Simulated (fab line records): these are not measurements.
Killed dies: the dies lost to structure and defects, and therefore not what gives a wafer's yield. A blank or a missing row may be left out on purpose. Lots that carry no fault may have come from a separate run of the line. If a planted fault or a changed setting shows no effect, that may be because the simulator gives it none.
Which tool is to blame? -- flow n5 finfet -- 24 lots with 72 wafers sampled at 4 steps, on a route of 1938 steps

## WHAT THE GAUGES SHOWED, per wafer
N5_BEOL_M2_CD_MEAS_35: target cd 18 nm, target cd y 22.2 nm. Usual: cd nm 18.0 nm, standard deviation 0.32.
lot,measured,on,cd nm (nm),flag
L074,day 6 20:41,cd sem-01,17.6 18.2 17.8,
L075,day 7 00:08,cd sem-02,18.5 18.6 18.7,
L076,day 7 10:52,cd sem-01,17.5 17.6 17.8,
L077,day 7 13:59,cd sem-02,18.1 18.0 17.4,
L079,day 8 01:12,cd sem-02,17.7 17.7 17.8,
L078,day 8 01:31,cd sem-02,17.8 17.9 18.2,
L080,day 8 06:14,cd sem-01,17.6 17.8 17.6,
L081,day 8 16:19,cd sem-01,18.0 18.0 17.4,
L082,day 9 02:49,cd sem-02,18.5 18.1 18.4,
L083,day 9 10:01,cd sem-01,17.5 18.0 17.9,
L084,day 9 18:04,cd sem-03,18.0 18.0 18.0,
L085,day 9 21:06,cd sem-01,17.8 17.5 17.8,
L086,day 10 02:00,cd sem-01,18.0 17.6 18.1,
L087,day 10 04:21,cd sem-01,17.8 18.2 17.5,
L088,day 10 07:22,cd sem-01,18.2 17.8 18.4,
L090,day 10 21:50,cd sem-03,18.2 17.8 18.6,
L089,day 10 23:17,cd sem-02,18.1 18.1 18.3,
L091,day 11 03:32,cd sem-02,18.5 17.6 17.7,
L092,day 11 05:20,cd sem-01,17.9 18.0 18.0,
L094,day 11 21:18,cd sem-03,18.2 17.7 18.3,
L093,day 12 00:43,cd sem-03,18.4 18.5 18.5,
L095,day 12 10:11,cd sem-03,17.7 18.0 18.6,
L096,day 12 14:37,cd sem-02,17.9 18.2 17.6,
L097,day 12 16:31,cd sem-03,18.4 18.4 18.0,

## WHAT TOOL EACH LOT RAN ON (gives the tool, then ch and the chambers of the sampled wafers, and finally the start)
lot,N5_BEOL_M2_STRIP_66,N5_BEOL_M2_TRENCH_ETCH_37,N5_BEOL_M2_STRIP_97
L074,"rie diel-06 ch 0,1,3, day 6 15:56","rie diel-02 ch 0,1,3, day 6 20:41 or earlier","rie diel-02 ch 0,1,3, day 6 20:41 or earlier"
L075,"rie diel-02 ch 0,1, day 6 21:04","rie diel-02 ch 0,1,2, day 7 00:08 or earlier","rie diel-02 ch 0,1,2, day 7 00:08 or earlier"
L076,"rie diel-05 ch 0,2,3, day 7 05:19","rie diel-06 ch 1,2,3, day 7 10:52 or earlier","rie diel-06 ch 1,2,3, day 7 10:52 or earlier"
L077,"rie diel-05 ch 1,3, day 7 08:43","rie diel-02 ch 0,2,3, day 7 13:59 or earlier","rie diel-02 ch 0,2,3, day 7 13:59 or earlier"
L079,"rie diel-06 ch 1,2, day 7 18:17","rie diel-06 ch 0,2,3, day 8 01:12 or earlier","rie diel-06 ch 0,2,3, day 8 01:12 or earlier"
L078,"rie diel-05 ch 0,2,3, day 7 21:20","rie diel-05 ch 0,1, day 8 01:31 or earlier","rie diel-05 ch 0,1, day 8 01:31 or earlier"
L080,"rie diel-02 ch 0,2, day 8 02:56","rie diel-02 ch 1,2, day 8 06:14 or earlier","rie diel-02 ch 1,2, day 8 06:14 or earlier"
L081,"rie diel-06 ch 0,2,3, day 8 08:27","rie diel-02 ch 0,1, day 8 16:19 or earlier","rie diel-02 ch 0,1, day 8 16:19 or earlier"
L082,"rie diel-02 ch 0,2,3, day 8 21:38","rie diel-06 ch 0,1,2, day 9 02:49 or earlier","rie diel-06 ch 0,1,2, day 9 02:49 or earlier"
L083,"rie diel-02 ch 0,3, day 9 06:20","rie diel-06 ch 1,2,3, day 9 10:01 or earlier","rie diel-06 ch 1,2,3, day 9 10:01 or earlier"
L084,"rie diel-02 ch 0,2,3, day 9 09:46","rie diel-05 ch 0,1,3, day 9 18:04 or earlier","rie diel-05 ch 0,1,3, day 9 18:04 or earlier"
L085,"rie diel-02 ch 0,2,3, day 9 18:51","rie diel-02 ch 1,2, day 9 21:06 or earlier","rie diel-02 ch 1,2, day 9 21:06 or earlier"
L086,"rie diel-05 ch 0,1,2, day 9 21:44","rie diel-05 ch 1,2,3, day 10 02:00 or earlier","rie diel-05 ch 1,2,3, day 10 02:00 or earlier"
L087,"rie diel-05 ch 0,3, day 10 02:37","rie diel-06 ch 0,1,2, day 10 04:21 or earlier","rie diel-06 ch 0,1,2, day 10 04:21 or earlier"
L088,"rie diel-05 ch 0,2,3, day 10 03:41","rie diel-05 ch 1,2,3, day 10 07:22 or earlier","rie diel-05 ch 1,2,3, day 10 07:22 or earlier"
L090,"rie diel-02 ch 0,1,2, day 10 14:28","rie diel-05 ch 1,3, day 10 21:50 or earlier","rie diel-05 ch 1,3, day 10 21:50 or earlier"
L089,"rie diel-02 ch 0,1, day 10 15:36","rie diel-05 ch 1,2, day 10 23:17 or earlier","rie diel-05 ch 1,2, day 10 23:17 or earlier"
L091,"rie diel-06 ch 2,3, day 10 22:28","rie diel-05 ch 1,3, day 11 03:32 or earlier","rie diel-05 ch 1,3, day 11 03:32 or earlier"
L092,"rie diel-05 ch 0,1,2, day 10 23:59","rie diel-05 ch 1,3, day 11 05:20 or earlier","rie diel-05 ch 1,3, day 11 05:20 or earlier"
L094,"rie diel-02 ch 0,2,3, day 11 13:32","rie diel-05 ch 0,1,2, day 11 21:18 or earlier","rie diel-05 ch 0,1,2, day 11 21:18 or earlier"
L093,"rie diel-05 ch 0,2,3, day 11 13:53","rie diel-05 ch 0,1, day 12 00:43 or earlier","rie diel-05 ch 0,1, day 12 00:43 or earlier"
L095,"rie diel-02 ch 0,1,2, day 12 08:07","rie diel-02 ch 1,2,3, day 12 10:11 or earlier","rie diel-02 ch 1,2,3, day 12 10:11 or earlier"
L096,"rie diel-05 ch 0,2, day 12 08:15","rie diel-06 ch 0,1, day 12 14:37 or earlier","rie diel-06 ch 0,1, day 12 14:37 or earlier"
L097,"rie diel-02 ch 1,2,3, day 12 11:06","rie diel-06 ch 1,2,3, day 12 16:31 or earlier","rie diel-06 ch 1,2,3, day 12 16:31 or earlier"
- N5_BEOL_M2_STRIP_66: strips in CF4.
- N5_BEOL_M2_TRENCH_ETCH_37: etches SiOC in C4F6/O2, target depth 55.555 nm, time 29.2 s.
- N5_BEOL_M2_STRIP_97: strips in N2/H2, time 10 s.

## WHAT THE TOOLS THEMSELVES READ (means of the sampled wafers that have a number; where no wafer has one, the mark that the record gives instead)
N5_BEOL_M2_STRIP_66. Usual: cf4 flow sccm 150.1 sccm, standard deviation 0.48; drypump motor current A 5.8 A, standard deviation 0.51; oes product au 0.77 a.u., standard deviation 0.083; rf vpp V 271.7 V, standard deviation 1.5; showerhead plenum p Torr 1.82 Torr, standard deviation 0.06; throttle valve pct 13.56 %, standard deviation 0.25.
lot,tool,cf4 flow sccm (sccm),drypump motor current A (A),oes product au (a.u.),rf vpp V (V),showerhead plenum p Torr (Torr),throttle valve pct (%),flag
L074,rie diel-06,149.8,5.8,0.76,271.3,1.79,13.80,
L075,rie diel-02,150.1,6.5,0.79,273.2,1.86,13.34,
L076,rie diel-05,149.6,5.4,0.86,271.8,1.84,13.39,
L077,rie diel-05,150.2,4.9,0.75,272.6,1.85,13.72,
L079,rie diel-06,149.7,5.3,0.71,269.4,1.71,13.99,
L078,rie diel-05,149.9,5.4,0.84,272.1,1.84,13.40,
L080,rie diel-02,150.2,6.1,0.73,271.5,1.83,13.53,
L081,rie diel-06,149.8,5.6,0.75,270.6,1.80,13.74,
L082,rie diel-02,150.5,6.0,0.71,271.4,1.80,13.59,
L083,rie diel-02,150.4,6.0,0.69,270.4,1.77,13.64,
L084,rie diel-02,149.7,6.0,0.70,271.3,1.80,13.60,
L085,rie diel-02,149.9,6.0,0.70,271.9,1.80,13.60,
L086,rie diel-05,149.8,5.5,0.85,271.7,1.83,13.45,
L087,rie diel-05,149.8,5.2,0.75,271.0,1.82,13.58,
L088,rie diel-05,150.1,5.4,0.80,272.6,1.84,13.46,
L090,rie diel-02,150.0,6.3,0.75,272.3,1.84,13.48,
L089,rie diel-02,150.4,6.4,0.75,271.9,1.82,13.45,
L091,rie diel-06,150.4,5.3,0.75,270.3,1.77,13.78,
L092,rie diel-05,150.6,5.5,0.83,272.3,1.82,13.48,
L094,rie diel-02,149.9,6.0,0.80,271.2,1.79,13.45,
L093,rie diel-05,150.0,5.4,0.80,272.6,1.83,13.48,
L095,rie diel-02,150.3,6.3,0.73,272.0,1.83,13.53,
L096,rie diel-05,150.2,5.8,0.84,272.0,1.80,13.29,
L097,rie diel-02,150.1,6.1,0.80,270.6,1.83,13.43,

N5_BEOL_M2_TRENCH_ETCH_37. Usual: bias w 185.0 W, standard deviation 0.57; drypump motor current A 5.7 A, standard deviation 0.47; oes product au 0.79 a.u., standard deviation 0.091; rf vpp V 671 V, standard deviation 7; showerhead plenum p Torr 2.88 Torr, standard deviation 0.1; throttle valve pct 20.83 %, standard deviation 0.25.
lot,tool,bias w (W),drypump motor current A (A),oes product au (a.u.),rf vpp V (V),showerhead plenum p Torr (Torr),throttle valve pct (%),flag
L074,rie diel-02,185.1,6.2,0.76,670,2.88,20.65,
L075,rie diel-02,184.7,6.3,0.77,674,2.92,20.61,
L076,rie diel-06,185.3,5.6,0.76,669,2.81,21.07,
L077,rie diel-02,185.0,6.0,0.72,675,2.86,20.73,
L079,rie diel-06,184.8,5.6,0.77,666,2.85,21.01,
L078,rie diel-05,184.3,5.7,0.89,670,2.81,20.66,
L080,rie diel-02,185.4,6.1,0.76,676,2.95,20.67,
L081,rie diel-02,184.6,6.5,0.77,670,2.88,20.59,
L082,rie diel-06,184.9,5.6,0.79,666,2.85,21.14,
L083,rie diel-06,184.7,5.6,0.86,673,2.92,20.98,
L084,rie diel-05,184.4,5.3,0.80,671,2.86,20.83,
L085,rie diel-02,184.7,6.1,0.75,676,2.95,20.68,
L086,rie diel-05,185.1,5.2,0.79,675,2.94,20.90,
L087,rie diel-06,185.1,5.6,0.78,665,2.84,21.16,
L088,rie diel-05,184.7,5.2,0.78,673,2.94,20.91,
L090,rie diel-05,184.4,5.0,0.72,675,2.91,20.99,
L089,rie diel-05,184.8,5.3,0.82,679,2.91,20.99,
L091,rie diel-05,185.1,5.1,0.75,678,2.88,21.06,
L092,rie diel-05,184.9,5.1,0.76,678,2.88,21.06,
L094,rie diel-05,185.2,5.5,0.84,672,2.88,20.78,
L093,rie diel-05,185.5,5.4,0.81,675,2.83,20.92,
L095,rie diel-02,185.4,6.1,0.81,673,2.89,20.63,
L096,rie diel-06,184.5,5.8,0.93,661,2.86,20.93,
L097,rie diel-06,184.9,5.6,0.81,672,2.90,21.03,

N5_BEOL_M2_STRIP_97. Usual: drypump motor current A 5.7 A, standard deviation 0.47; oes product au 0.79 a.u., standard deviation 0.092; rf vpp V 59.2 V, standard deviation 0.92; showerhead plenum p Torr 2.58 Torr, standard deviation 0.098; throttle valve pct 23.7 %, standard deviation 0.31.
lot,tool,drypump motor current A (A),oes product au (a.u.),rf vpp V (V),showerhead plenum p Torr (Torr),throttle valve pct (%),flag
L074,rie diel-02,6.2,0.76,58.8,2.57,23.4,
L075,rie diel-02,6.3,0.77,59.4,2.61,23.4,
L076,rie diel-06,5.6,0.77,58.9,2.51,24.0,
L077,rie diel-02,6.0,0.72,59.5,2.56,23.5,
L079,rie diel-06,5.6,0.77,58.7,2.54,23.9,
L078,rie diel-05,5.7,0.89,59.4,2.51,23.6,
L080,rie diel-02,6.2,0.76,60.0,2.65,23.6,
L081,rie diel-02,6.4,0.76,58.1,2.58,23.3,
L082,rie diel-06,5.6,0.79,59.2,2.55,24.1,
L083,rie diel-06,5.6,0.85,59.4,2.61,23.9,
L084,rie diel-05,5.3,0.80,59.6,2.56,23.7,
L085,rie diel-02,6.1,0.75,59.0,2.64,23.6,
L086,rie diel-05,5.2,0.79,58.2,2.64,23.7,
L087,rie diel-06,5.6,0.78,59.2,2.54,24.1,
L088,rie diel-05,5.2,0.79,59.4,2.64,23.7,
L090,rie diel-05,4.9,0.72,58.8,2.61,23.8,
L089,rie diel-05,5.3,0.83,59.4,2.61,23.9,
L091,rie diel-05,5.1,0.76,59.7,2.59,24.0,
L092,rie diel-05,5.1,0.75,59.1,2.59,24.0,
L094,rie diel-05,5.5,0.84,60.6,2.57,23.6,
L093,rie diel-05,5.4,0.81,58.9,2.53,23.9,
L095,rie diel-02,6.1,0.81,59.4,2.59,23.5,
L096,rie diel-06,5.8,0.92,59.7,2.57,24.0,
L097,rie diel-06,5.6,0.80,59.3,2.59,24.0,

## THE ANSWER, worked out from the rows above alone
Rule: take the mean of a lot's wafers that have a number; if it is more than 3 standard deviations from the usual mean, the lot is off. A lot without any number at a reading at which 4 lots or more have one is off too. All remaining lots with rows at the step are treated as sound. First the gauges in route order, then the tools' own readings, where a lot's mean is used as printed above. At the first step where some lot is off, the reading lying furthest off is the one used; lots without a number count as furthest.
Nothing can be told from this: no lot is off at any reading shown.

## WHAT WAS PUT IN BY THE SIMULATOR
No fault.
